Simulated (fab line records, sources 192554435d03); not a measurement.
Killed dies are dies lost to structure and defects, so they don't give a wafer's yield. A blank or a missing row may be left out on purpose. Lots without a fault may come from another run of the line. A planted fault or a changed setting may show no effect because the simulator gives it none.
fab line records | flow n5_finfet | part 2 of 2: steps 5 to 6 of 6
record lots=20 wafers=60 last_day=18
route steps=1938 shown HKMG_FIN@445 GATE_CUT@474
lots that met no fault: from a run of the same line without faults
start_h: hours from the record's first day to the start of the lot's first wafer shown | wait_h: hours since the lot's step before | " the same as in the row above | L1.1+2: a row that stands for several wafers | - no value, or no start given | * or withheld: withheld | < > ~ a bound
route shown NAME@n: a module of which the file shows steps, and the number in the route of the first | usual: mean/standard deviation of fault-free wafers | same: alike in all rows | chamber/n: place in a boat | sites: the reading at each site | _std_site: their standard deviation | _edge_site: outer sites' mean less inner sites' | radius_mm: how far each site lies from the wafer's centre | mask NAME#n: copy n | behind: the tool/chamber that last shaped the wafer | hold: why the lot was held/for how many hours/how that ended | device: the transistor (n, p or np) that didn't switch | end of line: the same wafers' tests at the end of the route | a step without rows: its recipe alone | killed: dies lost to structure and defects at the first sort, not the wafer's yield | map: a wafer's dies, x killed, . not, _ none there
set.NAME: the setting as run; set.NAME@STEP: as run at that earlier step | model.NAME: the simulator's own value behind a step, which no gauge read
steps of the route over a sample of lots; a table a step, a row a wafer
services: from which hour (start_h, from the record's first day; less than 0 if before it) a tool's chamber was out of use, for how many hours, and why
## steps
# step N5_GATE_CUT_ETCH_28
# recipe chemistry=N2/H2 target=underlayer target_depth_a=130 mask_material=CAR-EUV time_s=10.4 ion_energy_ev=200 pressure_mtorr=30 source_w=840 bias_w=150 n2_flow_sccm=200 h2_flow_sccm=200 ends=cleared
# usual chamber_pressure_mTorr=30.00/0.031 drypump_motor_current_A=5.6/0.49 etch_rf_on_time_s=10.6/0.32 h2_flow_sccm=200.0/0.6 oes_product_au=0.69/0.076 rf_vpp_V=525.5/2.8 showerhead_plenum_p_Torr=2.60/0.1 throttle_valve_pct=17.8/0.32
# columns lot.wafer tool chamber start_h wait_h chamber_pressure_mTorr drypump_motor_current_A etch_rf_on_time_s h2_flow_sccm oes_product_au rf_hours_counter_h rf_vpp_V showerhead_plenum_p_Torr throttle_valve_pct
L074.3 rie_diel-03 0 86.42 0.0 30.00 6.1 10.3 200.0 0.59 252 523.4 2.50 18.2
L074.5 " 0 " " 29.98 6.1 10.3 200.0 0.58 - 522.2 2.50 18.2
L074.6 " 3 " " 29.99 5.2 11.1 200.2 0.59 - 523.7 2.50 17.9
L075.1 rie_diel-04 0 91.76 0.0 29.95 5.3 10.4 199.8 0.85 0 529.6 2.70 17.0
L075.3 " 2 " " 29.95 6.7 10.4 199.6 0.68 124 523.7 2.44 17.8
L075.5 " 2 " " 29.98 6.7 10.5 199.8 0.68 - 521.2 2.44 17.8
L077.1 rie_diel-03 1 105.48 0.0 30.00 5.3 10.9 200.9 0.72 33 528.1 2.71 17.9
L077.4 " 2 " " 29.93 5.7 10.4 200.3 0.77 30 528.1 2.70 17.7
L077.5 " 2 " " 30.06 5.7 10.3 201.6 0.78 - 527.7 2.70 17.7
L078.4 rie_diel-04 2 111.67 0.0 30.02 6.7 10.2 200.1 0.68 129 522.0 2.44 17.8
L078.5 " 3 " " 29.98 5.1 10.8 200.5 0.69 - 522.7 2.46 17.4
L078.6 " 2 " " 30.04 6.7 10.3 199.7 0.68 - 520.0 2.44 17.8
L079.4 rie_diel-04 1 117.60 0.0 30.00 6.1 10.6 200.9 0.75 42 528.2 2.69 17.8
L079.5 " 3 " " 30.02 5.1 11.0 200.8 0.70 - 521.7 2.46 17.4
L079.6 " 0 " " 30.01 5.3 10.3 198.6 0.81 - 527.9 2.69 17.0
L080.2 rie_diel-03 2 121.80 0.0 30.01 5.7 10.2 200.0 0.77 35 526.5 2.70 17.7
L080.3 " 3 " " 30.02 5.3 11.1 200.0 0.58 216 524.1 2.49 17.9
L080.6 " 3 " " 30.01 5.3 11.2 200.4 0.58 - 522.2 2.49 17.9
L081.2 rie_diel-03 2 127.94 0.0 30.02 5.7 10.3 200.2 0.76 38 529.4 2.70 17.7
L081.3 " 3 " " 29.97 5.2 11.2 199.1 0.58 219 524.1 2.49 17.9
L081.5 " 2 " " 30.02 5.7 10.4 200.4 0.75 - 527.0 2.70 17.7
L083.2 rie_diel-04 2 140.00 0.0 29.96 6.6 10.3 199.3 0.67 136 520.1 2.44 17.8
L083.4 " 0 " " 29.99 5.3 10.3 199.4 0.79 - 528.5 2.69 17.0
L083.6 " 2 " " 29.99 6.6 10.2 199.6 0.68 - 520.5 2.44 17.8
L084.1 rie_diel-04 0 145.45 0.0 29.97 5.3 10.4 199.5 0.77 14 528.0 2.69 17.0
L084.2 " 1 " " 29.99 6.2 10.8 199.3 0.72 51 527.6 2.69 17.9
L084.3 " 3 " " 30.08 5.1 11.0 199.8 0.68 74 522.0 2.46 17.4
L086.1 rie_diel-03 3 156.06 0.0 29.99 5.2 11.2 200.5 0.57 230 522.6 2.49 17.9
L086.5 " 2 " " 29.96 5.7 10.6 200.0 0.74 - 526.9 2.69 17.7
L086.6 " 1 " " 30.01 5.3 11.0 200.4 0.70 - 527.5 2.71 17.9
L085.3 rie_diel-04 2 158.50 0.0 29.99 6.7 10.3 199.5 0.67 143 521.6 2.44 17.9
L085.4 " 0 " " 30.00 5.3 10.4 199.8 0.77 19 526.7 2.69 17.0
L085.6 " 3 " " 30.00 5.1 11.1 200.3 0.67 - 522.0 2.46 17.4
L088.2 rie_diel-03 1 168.48 0.0 29.97 5.3 10.7 199.4 0.70 55 529.3 2.70 18.0
L088.3 " 0 " " 29.98 6.1 10.1 199.7 0.81 12 523.1 2.49 17.8
L088.6 " 2 " " 29.98 5.7 10.4 200.4 0.74 - 527.6 2.69 17.7
L089.1 rie_diel-03 2 176.44 0.0 30.01 5.7 10.6 199.7 0.73 55 527.5 2.69 17.7
L089.2 " 1 " " 30.00 5.3 10.8 200.8 0.70 58 528.6 2.70 17.9
L089.5 " 3 " " 30.01 5.3 11.2 199.0 0.57 - 521.8 2.49 17.9
L090.3 rie_diel-05 1 184.56 0.0 30.03 6.3 10.5 200.0 0.60 226 525.7 2.64 18.4
L090.5 " 2 " " 30.02 5.1 10.9 200.3 0.59 - 527.5 2.61 17.9
L090.6 " 1 " " 29.98 6.4 10.5 199.8 0.60 - 526.3 2.64 18.4
L091.1 rie_diel-05 1 191.42 0.0 30.00 6.4 10.6 200.1 0.59 228 524.9 2.63 18.4
L091.3 " 2 " " 30.01 5.1 10.9 199.8 0.59 195 526.5 2.61 17.9
L091.5 " 0 " " 30.02 5.5 10.5 201.0 0.64 - 524.5 2.62 17.5
L092.3 rie_diel-05 2 194.28 0.0 30.03 5.2 10.7 199.9 0.60 196 526.5 2.61 17.9
L092.4 " 0 " " 29.98 5.5 10.4 200.1 0.64 168 527.0 2.62 17.5
L092.5 " 3 " " 30.04 5.3 10.6 200.8 0.72 - 524.9 2.61 17.8
L093.1 rie_diel-03 0 201.00 0.0 29.98 6.1 10.0 199.4 0.80 21 522.4 2.49 17.8
L093.3 " 1 " " 30.01 5.3 10.8 199.4 0.69 64 528.2 2.70 18.0
L093.4 " 0 " " 29.91 6.1 10.1 199.2 0.79 - 524.2 2.49 17.8
L095.2 rie_diel-05 2 211.40 0.0 29.98 5.1 10.7 200.0 0.60 201 525.3 2.61 17.9
L095.5 " 1 " " 30.00 6.4 10.6 200.4 0.59 - 526.6 2.63 18.4
L095.6 " 2 " " 30.03 5.2 11.0 200.6 0.59 - 526.1 2.61 17.9
L096.2 rie_diel-04 2 220.27 0.0 29.99 6.6 10.4 199.9 0.65 161 520.7 2.43 17.9
L096.3 " 0 " " 29.95 5.3 10.3 200.0 0.74 37 527.0 2.68 17.1
L096.5 " 0 " " 29.91 5.3 10.3 199.8 0.75 - 528.6 2.68 17.1
L097.3 rie_diel-05 3 222.44 0.0 29.92 5.2 10.7 201.1 0.71 70 526.1 2.61 17.9
L097.5 " 2 " " 30.03 5.2 10.7 199.2 0.59 - 527.5 2.61 17.9
L097.6 " 1 " " 30.03 6.4 10.5 200.1 0.59 - 525.7 2.63 18.4
# step N5_GATE_CUT_ETCH_36
# recipe chemistry=CF4 target=SiARC target_depth_a=130 mask_material=CAR-EUV time_s=21.7 ion_energy_ev=80 pressure_mtorr=40 source_w=545 bias_w=36 Ar_flow_sccm=100 cf4_flow_sccm=100 ends=cleared
# usual chamber_pressure_mTorr=40.00/0.038 drypump_motor_current_A=5.6/0.49 etch_rf_on_time_s=22.1/0.65 oes_product_au=0.69/0.076 rf_vpp_V=184.6/1.3 showerhead_plenum_p_Torr=2.19/0.07 throttle_valve_pct=15.52/0.28
# columns lot.wafer tool chamber start_h wait_h chamber_pressure_mTorr drypump_motor_current_A etch_rf_on_time_s oes_product_au rf_hours_counter_h rf_vpp_V showerhead_plenum_p_Torr throttle_valve_pct
L074.3 rie_diel-03 0 86.44 0.0 40.00 6.1 21.4 0.58 252 185.6 2.11 15.96
L074.5 " 0 " " 39.96 6.1 21.3 0.59 - 182.8 2.11 15.97
L074.6 " 3 " " 40.02 5.2 22.9 0.60 - 183.3 2.14 15.83
L075.1 rie_diel-04 0 91.78 0.0 40.05 5.3 21.4 0.85 0 186.0 2.27 14.93
L075.3 " 2 " " 40.01 6.6 21.2 0.69 124 182.1 2.07 15.63
L075.5 " 2 " " 40.04 6.6 21.3 0.68 - 183.7 2.07 15.65
L077.1 rie_diel-03 1 105.50 0.0 40.06 5.3 22.3 0.73 33 185.7 2.27 15.45
L077.4 " 2 " " 40.00 5.7 21.4 0.77 30 185.4 2.26 15.29
L077.5 " 2 " " 39.94 5.7 21.5 0.78 - 185.5 2.26 15.30
L078.4 rie_diel-04 2 111.69 0.0 40.01 6.7 21.2 0.69 129 182.7 2.07 15.65
L078.5 " 3 " " 39.95 5.1 22.6 0.69 - 183.0 2.10 15.26
L078.6 " 2 " " 40.02 6.6 21.7 0.68 - 183.9 2.07 15.65
L079.4 rie_diel-04 1 117.62 0.0 40.00 6.2 22.4 0.74 42 185.5 2.25 15.51
L079.5 " 3 " " 39.93 5.1 23.0 0.68 - 183.6 2.10 15.28
L079.6 " 0 " " 40.02 5.3 21.7 0.81 - 186.0 2.27 14.94
L080.2 rie_diel-03 2 121.82 0.0 39.97 5.7 21.6 0.77 35 184.3 2.26 15.32
L080.3 " 3 " " 40.02 5.2 23.3 0.59 216 183.1 2.13 15.84
L080.6 " 3 " " 39.98 5.2 23.1 0.59 - 184.4 2.13 15.85
L081.2 rie_diel-03 2 127.96 0.0 39.99 5.7 21.4 0.76 38 184.6 2.26 15.34
L081.3 " 3 " " 40.03 5.2 23.1 0.59 219 183.2 2.13 15.87
L081.5 " 2 " " 39.97 5.7 21.4 0.76 - 185.1 2.26 15.32
L083.2 rie_diel-04 2 140.02 0.0 40.02 6.6 21.2 0.68 136 183.8 2.07 15.66
L083.4 " 0 " " 40.01 5.3 21.5 0.80 - 186.4 2.27 14.96
L083.6 " 2 " " 39.95 6.6 21.2 0.68 - 184.1 2.07 15.66
L084.1 rie_diel-04 0 145.47 0.0 39.92 5.3 21.3 0.78 14 185.8 2.26 14.96
L084.2 " 1 " " 39.98 6.1 22.5 0.72 51 184.9 2.25 15.50
L084.3 " 3 " " 40.05 5.1 22.9 0.68 74 184.5 2.10 15.26
L086.1 rie_diel-03 3 156.08 0.0 40.07 5.2 22.9 0.58 230 183.0 2.13 15.90
L086.5 " 2 " " 40.04 5.7 21.7 0.75 - 184.9 2.26 15.34
L086.6 " 1 " " 40.01 5.3 22.7 0.71 - 186.1 2.26 15.48
L085.3 rie_diel-04 2 158.52 0.0 39.94 6.6 21.0 0.67 143 182.4 2.06 15.68
L085.4 " 0 " " 40.00 5.3 21.3 0.78 19 186.9 2.26 14.97
L085.6 " 3 " " 40.03 5.1 22.8 0.68 - 183.3 2.10 15.26
L088.2 rie_diel-03 1 168.50 0.0 39.96 5.3 22.5 0.70 55 185.8 2.26 15.47
L088.3 " 0 " " 39.98 6.1 21.3 0.81 12 183.4 2.11 15.50
L088.6 " 2 " " 40.01 5.7 21.9 0.74 - 183.7 2.26 15.35
L089.1 rie_diel-03 2 176.46 0.0 40.03 5.7 22.1 0.73 55 185.7 2.25 15.35
L089.2 " 1 " " 40.00 5.3 22.8 0.70 58 183.0 2.26 15.48
L089.5 " 3 " " 39.97 5.2 23.3 0.57 - 184.2 2.13 15.90
L090.3 rie_diel-05 1 184.58 0.0 39.98 6.3 21.9 0.60 226 184.5 2.20 15.88
L090.5 " 2 " " 40.02 5.1 22.7 0.59 - 185.2 2.22 15.83
L090.6 " 1 " " 40.00 6.4 22.0 0.59 - 186.1 2.20 15.89
L091.1 rie_diel-05 1 191.44 0.0 39.98 6.4 22.1 0.59 228 184.3 2.19 15.90
L091.3 " 2 " " 39.98 5.1 22.7 0.60 195 185.6 2.22 15.81
L091.5 " 0 " " 40.04 5.5 21.5 0.65 - 184.5 2.23 15.40
L092.3 rie_diel-05 2 194.30 0.0 40.05 5.1 22.3 0.60 196 184.5 2.21 15.85
L092.4 " 0 " " 40.01 5.5 21.5 0.65 168 184.4 2.23 15.38
L092.5 " 3 " " 39.97 5.3 22.0 0.72 - 184.8 2.18 15.49
L093.1 rie_diel-03 0 201.02 0.0 40.02 6.1 21.3 0.79 21 184.5 2.10 15.52
L093.3 " 1 " " 39.99 5.3 22.9 0.68 64 185.2 2.25 15.49
L093.4 " 0 " " 40.05 6.1 21.3 0.78 - 183.3 2.10 15.52
L095.2 rie_diel-05 2 211.42 0.0 39.99 5.1 22.6 0.59 201 183.4 2.21 15.87
L095.5 " 1 " " 40.02 6.4 22.1 0.59 - 185.5 2.19 15.89
L095.6 " 2 " " 40.00 5.2 22.5 0.59 - 185.4 2.21 15.85
L096.2 rie_diel-04 2 220.29 0.0 40.06 6.6 21.2 0.66 161 182.6 2.06 15.72
L096.3 " 0 " " 40.06 5.3 21.4 0.75 37 186.9 2.26 15.01
L096.5 " 0 " " 39.92 5.3 21.5 0.75 - 186.6 2.26 15.02
L097.3 rie_diel-05 3 222.46 0.0 40.01 5.3 22.5 0.71 70 185.8 2.18 15.50
L097.5 " 2 " " 40.01 5.1 22.6 0.59 - 184.8 2.21 15.84
L097.6 " 1 " " 40.04 6.4 22.3 0.59 - 184.5 2.19 15.92
## services
# columns tool chamber start_h hours kind
pecvd-04 0 57.88 4.6 repair
rie_diel-05 0 61.90 4.1 repair
rie_diel-02 1 73.48 4.4 repair
rie_diel-01 - 76.56 0.5 repair
ald_metal-03 - 78.73 0.5 repair
pecvd-04 - 91.54 14.6 pm
ald_metal-01 2 92.61 1.7 repair
rie_diel-04 3 93.70 2.8 repair
pecvd-02 0 102.82 13.4 repair
rie_diel-03 0 106.18 2.4 repair
ald_metal-04 - 111.18 8.7 pm
pecvd-01 1 112.75 4.2 repair
ald_metal-04 - 126.75 1.7 repair
rie_diel-04 3 137.60 7.0 repair
rie_diel-01 0 144.40 8.7 repair
pecvd-01 - 157.44 1.0 repair
rie_diel-03 - 157.63 0.1 repair
rie_diel-05 1 164.37 3.9 repair
rie_diel-03 3 179.41 1.8 repair
ald_metal-03 0 181.49 5.2 repair
ald_metal-01 1 191.45 26.5 repair
pecvd-02 0 203.08 10.7 repair
pecvd-01 - 203.62 2.8 pm
ald_metal-01 - 209.37 6.0 pm
